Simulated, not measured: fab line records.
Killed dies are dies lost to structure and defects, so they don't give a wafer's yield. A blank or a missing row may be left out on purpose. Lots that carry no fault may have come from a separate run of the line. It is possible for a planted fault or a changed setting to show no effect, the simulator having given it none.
Matching of chambers | flow n5 finfet | ald sin-02 running N5_SPACER0_ALD_07: 4 sister chambers
The step deposits SiNx, target thk 2 nm. 7 wafers are shown with their chamber, then 7 later ones without.

== WAFERS PAIRED WITH THEIR CHAMBERS ==
wafer  | chamber | heater power w (W)
L086.2 | 0       | 786
L086.5 | 0       | 806
L092.2 | 2       | 1064
L092.3 | 1       | 793
L092.6 | 3       | 873
L094.1 | 3       | 839
L094.2 | 1       | 804

== WAFERS WHOSE CHAMBER IS MISSING ==
wafer  | heater power w (W)
L094.6 | 839
L096.2 | 804
L096.5 | 813
L096.6 | 830
L097.4 | 818
L097.5 | 1072
L097.6 | 832

== CHAMBER TAKEN BY EACH ==
wafer  | from the rows above          | in truth
L094.6 | can't be placed: 3 or 1 or 0 | 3
L096.2 | can't be placed: 1 or 0      | 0
L096.5 | can't be placed: 1 or 0 or 3 | 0
L096.6 | can't be placed: 3 or 1 or 0 | 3
L097.4 | can't be placed: 1 or 0 or 3 | 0
L097.5 | 2                            | 2
L097.6 | can't be placed: 3 or 1 or 0 | 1
Correctly placed: 1 of 7. Cannot be placed on the basis of these rows: 6; the candidates contain the true chamber in 6. Placed wrongly: 0.
How it was worked out, from the rows above alone: a wafer's distance from a chamber is the root of the sum, over the readings, of the square of ((its reading less the chamber's mean) divided by the reading's scatter). If the next closest chamber is less than 2 further off than the closest, the wafer can't be placed; otherwise it belongs to the closest. Each chamber's mean is taken over the wafers shown for it. The scatter is the square root of a quotient: the sum, over the shown wafers, of each reading's squared deviation from its chamber's mean, divided by wafers minus chambers.
